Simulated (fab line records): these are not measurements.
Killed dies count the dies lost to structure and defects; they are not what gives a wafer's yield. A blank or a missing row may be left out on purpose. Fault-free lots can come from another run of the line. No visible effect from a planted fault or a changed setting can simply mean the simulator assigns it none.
Chamber matching :: flow n5_finfet :: rie_diel-05 running N5_BEOL_M5_ETCH_62: 4 sister chambers
The step etches SOC in N2/H2, target depth 75 nm, overetch 15 nm, time 112.5 s. 4 wafers are shown with their chamber, then 7 later ones without.

WAFERS, EACH WITH ITS CHAMBER
wafer: L283.4
chamber: 2
showerhead_plenum_p_Torr (Torr): 2.61

wafer: L291.1
chamber: 3
showerhead_plenum_p_Torr (Torr): 2.64

wafer: L291.4
chamber: 0
showerhead_plenum_p_Torr (Torr): 2.44

wafer: L291.5
chamber: 1
showerhead_plenum_p_Torr (Torr): 2.61

WAFERS WITHOUT THEIR CHAMBER
wafer: L296.1
showerhead_plenum_p_Torr (Torr): 2.61

wafer: L301.1
showerhead_plenum_p_Torr (Torr): 2.60

wafer: L301.3
showerhead_plenum_p_Torr (Torr): 2.60

wafer: L301.4
showerhead_plenum_p_Torr (Torr): 2.43

wafer: L302.2
showerhead_plenum_p_Torr (Torr): 2.63

wafer: L302.4
showerhead_plenum_p_Torr (Torr): 2.59

wafer: L302.6
showerhead_plenum_p_Torr (Torr): 2.59

CHAMBER TAKEN BY EACH
wafer: L296.1
from the rows above: can't be placed: 1 or 2
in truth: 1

wafer: L301.1
from the rows above: can't be placed: 1 or 2
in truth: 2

wafer: L301.3
from the rows above: can't be placed: 1 or 2
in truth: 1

wafer: L301.4
from the rows above: 0
in truth: 0

wafer: L302.2
from the rows above: can't be placed: 3 or 1 or 2
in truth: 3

wafer: L302.4
from the rows above: can't be placed: 1 or 2
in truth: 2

wafer: L302.6
from the rows above: can't be placed: 1 or 2
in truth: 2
Placed correctly: 1 of 7. These rows do not allow placing 6 (true chamber among the candidates in 6). 0 placed wrongly.
How it was worked out, from the rows above alone: a wafer's distance from a chamber is the root of the sum, over the readings, of the square of ((its reading less the chamber's mean) divided by the reading's scatter). The wafer belongs to the nearest chamber; if the next one is less than 2 further off, it can't be placed. The mean given for a chamber averages the wafers shown for that chamber. The scatter: root of mean squared gap, hidden wafer to nearest shown wafer, with one shown wafer a chamber.
